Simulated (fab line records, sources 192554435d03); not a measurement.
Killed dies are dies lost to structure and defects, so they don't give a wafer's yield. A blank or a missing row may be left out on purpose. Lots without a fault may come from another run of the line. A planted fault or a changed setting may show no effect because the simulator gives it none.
One fault seen from 2 desks | flow n5_finfet | each desk has only its own numbers; what lay behind them comes last

THE DEFECT DESK
What the inspections along the route counted, lot by lot: means of the sampled wafers that have a number. A lot is out of limits, marked OUT, if its mean lies more than 4 standard deviations from the usual mean; the brackets give that distance.
Columns: A = raw_defect_count at N5_BEOL_M15_INSPECT_55, usual 78
lot  | first seen here | A
L240 | day 12 07:10    | 61
L244 | day 13 02:47    | 124
L245 | day 13 11:30    | 85
L249 | day 14 20:31    | 28
L250 | day 14 22:17    | 90
L252 | day 15 09:58    | 103
L254 | day 16 00:22    | 82
L255 | day 16 00:41    | 60
L256 | day 16 03:31    | 83
L262 | day 17 03:21    | 51
L260 | day 17 07:38    | 76
This desk's finding: nothing out of limits on any of the 11 lots.

THE TOOL OWNER'S DESK: rie_diel-06
The tool's own readings at N5_PASSIVATION_PASS_ETCH_47 (etches SiNx in CF4/O2, target depth 770 nm, time 385 s): means of the sampled wafers that have a number, for each lot that ran on this tool. A lot is out of limits, marked OUT, if its mean lies more than 4 standard deviations from the usual mean; the brackets give that distance.
Columns: A = drypump_motor_current_A at N5_PASSIVATION_PASS_ETCH_47, usual 5.6 A; B = oes_f_703_au at N5_PASSIVATION_PASS_ETCH_47, usual 0.81 a.u.; C = oes_product_au at N5_PASSIVATION_PASS_ETCH_47, usual 0.81 a.u.; D = rf_vpp_V at N5_PASSIVATION_PASS_ETCH_47, usual 238 V; E = run_length_s at N5_PASSIVATION_PASS_ETCH_47, usual 408.5 s; F = showerhead_plenum_p_Torr at N5_PASSIVATION_PASS_ETCH_47, usual 2.17 Torr; G = throttle_valve_pct at N5_PASSIVATION_PASS_ETCH_47, usual 15.87 %
lot  | first seen here | A   | B    | C    | D   | E               | F    | G
L240 | day 12 19:39    | 5.8 | 0.80 | 0.82 | 241 | 408.7           | 2.15 | 15.92
L244 | day 13 14:55    | 5.8 | 0.80 | 0.81 | 242 | 408.6           | 2.15 | 15.94
L245 | day 13 22:48    | 5.9 | 0.87 | 0.86 | 234 | 408.3           | 2.15 | 15.74
L250 | day 15 11:24    | 5.6 | 0.86 | 0.83 | 229 | 408.5           | 2.14 | 15.71
L252 | day 15 20:35    | 5.6 | 0.78 | 0.78 | 236 | 408.6           | 2.15 | 15.92
L254 | day 16 13:34    | 5.8 | 0.80 | 0.81 | 240 | 421.4 (+36) OUT | 2.14 | 15.90
L256 | day 16 14:56    | 5.7 | 0.74 | 0.77 | 248 | 421.4 (+36) OUT | 2.14 | 16.10
This desk's finding: out of limits on L254, L256; first on L254, day 16 13:34 (run_length_s at N5_PASSIVATION_PASS_ETCH_47). In limits: L240, L244, L245, L250, L252.

PUT TOGETHER
The tool owner's desk could have raised an alarm at day 16 13:34, on L254, L256.
The defect desk saw nothing out of limits.
The defect desk has L254, L256 on record, within its limits.
Of the lots named, all ran N5_PASSIVATION_PASS_ETCH_47 on rie_diel-06.

WHAT THE SIMULATOR HAD PUT IN
Process parameter drift: rie_diel-06, from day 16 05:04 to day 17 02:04, at N5_PASSIVATION_PASS_ETCH_47. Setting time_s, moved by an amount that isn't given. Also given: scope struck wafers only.
Lots struck among those shown: L254, L256.
Hours from the fault's start to each desk's first reading out of limits: the tool owner's desk, 8.
